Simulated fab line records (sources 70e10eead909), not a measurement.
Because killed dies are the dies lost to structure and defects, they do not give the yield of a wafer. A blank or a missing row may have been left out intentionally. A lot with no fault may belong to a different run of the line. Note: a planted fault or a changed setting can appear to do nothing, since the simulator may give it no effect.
A lot that was struck, set against a sound lot -- flow nand-harc -- 14 out of 1302 route steps
Sound: wafers L813.1, L813.2, L813.5. Wafers L821.1, L821.5, L821.6 were the ones struck. Last of all comes the cause.
For every step that has rows: the tool of each side, followed by ch and its chambers, followed by its first start. Under that, the readings that differ: sound wafers -- struck wafers -- difference of the means -- sigmas: that difference in standard deviations of wafers without a fault.
alike: words and numbers the same on both sides, and readings whose means are apart by under 2 such deviations; not compared: readings that were withheld, readings missing a value for some wafer, numbers with overlapping values and no deviation given by the record, and bounds like >300 which may hide the same value.
Wherever a step has rows on one side only, a row that says differs or no value, or a row with sigmas, the two part there. Numbers that have no deviation but don't overlap get no sigmas and don't part them. A reading that every wafer of one side lacks parts them only if that side has two wafers or more.

NHARC_A_ONON_D1_THK_MEAS_30: measures by ellipsometry.
  sound on film-metro-02, day 8 10:46; struck on film-metro-02, day 12 10:01
  alike: thk-nm
NHARC_A_ONON_D1_DEP_33: deposits SiO2, target thk 200 nm.
  sound on pecvd-01 ch 0,1,2, day 8 10:49; struck on pecvd-01 ch 1,2, day 12 10:10
  alike: heater-power-w, throttle-valve-pct
  not compared: since-wet-clean-h
NHARC_A_ONON_D1_THK_MEAS_34: measures by ellipsometry.
  sound on film-metro-02, day 8 11:14; struck on film-metro-02, day 12 10:29
  alike: thk-nm
NHARC_A_ONON_D1_INSPECT_32:
  sound on defect-inspect-02, day 8 11:18; struck on defect-inspect-02, day 12 10:34
  alike: raw-defect-count
NHARC_A_CHANNEL_HOLE_D1_DEP_00: deposits aC, target thk 3100 nm.
  sound on acl-dep-02 ch 0, day 8 12:12; struck on acl-dep-01 ch 0, day 12 10:38
  alike: throttle-valve-pct
NHARC_A_CHANNEL_HOLE_D1_DEP_01: deposits SiON, target thk 140 nm.
  sound on pecvd-02 ch 0,1, day 8 14:07; struck on pecvd-01 ch 0,1,2, day 12 12:39
  alike: heater-power-w
  not compared: since-wet-clean-h
then, 5 steps without rows for these wafers: NHARC_A_CHANNEL_HOLE_D1_DEHYDRATE_02 (time 120 s); NHARC_A_CHANNEL_HOLE_D1_HMDS_03 (time 30 s); NHARC_A_CHANNEL_HOLE_D1_COAT_36 (time 75 s); NHARC_A_CHANNEL_HOLE_D1_COAT_37 (time 65 s); NHARC_A_CHANNEL_HOLE_D1_COAT_04 (resist thk 90 nm).
NHARC_A_CHANNEL_HOLE_D1_SOFTBAKE_05: time 55 s.
  sound on litho-track-01 ch 0, day 8 14:00; struck on litho-track-01 ch 0, day 12 12:00
reading,sound,struck,difference,sigmas
heater-power-total-W (W),188.59 188.39 188.68,191.21 191.19 191.48,+2.74,+20
after that, 1 step had no rows for these wafers: NHARC_A_CHANNEL_HOLE_D1_EBR_06.
NHARC_END_SORT_01:
  the record has rows for the sound wafers here (prober-02 ch 0, day 26 12:17) and none for the struck ones

== WHERE THEY PART ==
First at NHARC_A_CHANNEL_HOLE_D1_SOFTBAKE_05; last, within this record, at NHARC_END_SORT_01.

WHY: whatever the simulator had introduced
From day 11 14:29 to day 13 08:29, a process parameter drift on litho-track-01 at NHARC_A_CHANNEL_HOLE_D1_SOFTBAKE_05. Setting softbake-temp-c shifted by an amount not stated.
